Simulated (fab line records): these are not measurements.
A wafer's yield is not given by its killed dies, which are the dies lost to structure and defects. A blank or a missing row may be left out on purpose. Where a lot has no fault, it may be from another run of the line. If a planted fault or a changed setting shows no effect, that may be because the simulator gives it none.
Matching of chambers || flow n5_finfet || N5_BEOL_M5_ETCH_72 on rie_diel-01: 4 sister chambers
The step etches underlayer in N2/H2, target depth 6.5 nm, time 5.2 s. 4 wafers are shown with their chamber, then 11 later ones without.

== WAFERS WITH THEIR CHAMBER ==
{"wafer": "L085.2", "chamber": 3, "drypump_motor_current_A (A)": 4.9}
{"wafer": "L086.2", "chamber": 2, "drypump_motor_current_A (A)": 6.4}
{"wafer": "L087.6", "chamber": 1, "drypump_motor_current_A (A)": 5.8}
{"wafer": "L088.2", "chamber": 0, "drypump_motor_current_A (A)": 6.0}

== WAFERS WITH NO CHAMBER GIVEN ==
{"wafer": "L088.3", "drypump_motor_current_A (A)": 5.8}
{"wafer": "L088.5", "drypump_motor_current_A (A)": 4.9}
{"wafer": "L091.4", "drypump_motor_current_A (A)": 6.0}
{"wafer": "L091.5", "drypump_motor_current_A (A)": 6.3}
{"wafer": "L091.6", "drypump_motor_current_A (A)": 5.8}
{"wafer": "L094.2", "drypump_motor_current_A (A)": 6.0}
{"wafer": "L094.3", "drypump_motor_current_A (A)": 4.9}
{"wafer": "L094.4", "drypump_motor_current_A (A)": 6.4}
{"wafer": "L097.1", "drypump_motor_current_A (A)": 6.0}
{"wafer": "L097.4", "drypump_motor_current_A (A)": 4.9}
{"wafer": "L097.5", "drypump_motor_current_A (A)": 4.9}

== EACH ONE'S CHAMBER ==
{"wafer": "L088.3", "from the rows above": 1, "in truth": 1}
{"wafer": "L088.5", "from the rows above": 3, "in truth": 3}
{"wafer": "L091.4", "from the rows above": 0, "in truth": 0}
{"wafer": "L091.5", "from the rows above": 2, "in truth": 2}
{"wafer": "L091.6", "from the rows above": 1, "in truth": 1}
{"wafer": "L094.2", "from the rows above": 0, "in truth": 0}
{"wafer": "L094.3", "from the rows above": 3, "in truth": 3}
{"wafer": "L094.4", "from the rows above": 2, "in truth": 2}
{"wafer": "L097.1", "from the rows above": 0, "in truth": 0}
{"wafer": "L097.4", "from the rows above": 3, "in truth": 3}
{"wafer": "L097.5", "from the rows above": 3, "in truth": 3}
Correct placement for 11 of the 11. Number that these rows cannot place: 0. 0 placed wrongly.
How it was worked out, from the rows above alone: a wafer's distance from a chamber is the root of the sum, over the readings, of the square of ((its reading less the chamber's mean) divided by the reading's scatter). The wafer belongs to the nearest chamber; if the next one is less than 2 further off, it can't be placed. A chamber's mean is the mean of its shown wafers. The scatter (one wafer shown for each chamber): square how far every hidden wafer sits from the nearest shown wafer, average those squares and take the square root.
